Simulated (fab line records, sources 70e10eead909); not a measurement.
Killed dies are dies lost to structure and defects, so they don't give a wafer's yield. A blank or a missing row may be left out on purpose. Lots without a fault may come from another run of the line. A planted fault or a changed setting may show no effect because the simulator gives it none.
Chamber matching | flow nand_harc | NHARC_A_BLC_ALD_23 on ald_metal-01: 4 sister chambers
The step deposits TiN, target thk 3 nm, pulse time 1 s, ald cycles 150. 18 wafers are shown with their chamber, then 9 later ones without.

WAFERS WITH THEIR CHAMBER
wafer  | chamber | heater_power_w (W) | precursor_pulse_height_rel
L074.2 | 1       | 1083               | 1.011
L074.5 | 0       | 1119               | 1.013
L074.6 | 1       | 1116               | 0.997
L077.1 | 0       | 1116               | 0.977
L077.3 | 3       | 982                | 0.949
L077.4 | 1       | 1095               | 1.005
L078.1 | 0       | 1104               | 0.967
L078.2 | 2       | 1320               | 1.008
L078.3 | 1       | 1136               | 0.997
L081.1 | 0       | 1119               | 0.986
L081.4 | 2       | 1314               | 1.013
L081.5 | 0       | 1092               | 0.972
L085.1 | 2       | 1243               | 0.966
L085.4 | 3       | 1013               | 1.047
L085.6 | 1       | 1070               | 1.005
L089.3 | 2       | 1236               | 0.957
L089.4 | 3       | 1033               | 0.960
L089.6 | 2       | 1234               | 0.983

SIGNATURES (means of the wafers above)
reading                    | chamber 0 | chamber 1 | chamber 2 | chamber 3 | scatter within a chamber
heater_power_w             | 1110.00   | 1100.00   | 1269.40   | 1009.33   | 29.6
precursor_pulse_height_rel | 0.98300   | 1.00300   | 0.98540   | 0.98533   | 0.0263
Rule: a wafer's distance from a chamber is the root of the sum, over the readings, of the square of ((its reading less the chamber's mean) divided by the reading's scatter). The wafer belongs to the nearest chamber; if the next one is less than 2 further off, it can't be placed. The scatter: the root of (the sum of the squares of (reading less its chamber's mean) over the shown wafers, divided by (wafers less chambers)).

WAFERS WITHOUT THEIR CHAMBER
wafer  | heater_power_w (W) | precursor_pulse_height_rel
L093.1 | 1069               | 1.005
L093.2 | 1053               | 0.959
L093.6 | 1056               | 1.005
L091.2 | 1051               | 1.016
L091.3 | 1069               | 0.956
L091.5 | 1054               | 1.011
L095.2 | 1073               | 0.980
L095.3 | 1076               | 0.982
L095.6 | 1088               | 1.022

WHICH CHAMBER EACH WENT THROUGH
wafer  | from the rows above          | in truth
L093.1 | can't be placed: 1 or 0 or 3 | 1
L093.2 | can't be placed: 3 or 0 or 1 | 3
L093.6 | can't be placed: 1 or 3 or 0 | 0
L091.2 | can't be placed: 1 or 3 or 0 | 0
L091.3 | can't be placed: 0 or 1 or 3 | 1
L091.5 | can't be placed: 1 or 3 or 0 | 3
L095.2 | can't be placed: 0 or 1 or 3 | 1
L095.3 | can't be placed: 1 or 0 or 3 | 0
L095.6 | can't be placed: 1 or 0      | 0
Placed correctly: 0 of 9. Can't be placed from these rows: 9 (the true chamber is among the candidates in 9). Placed wrongly: 0.
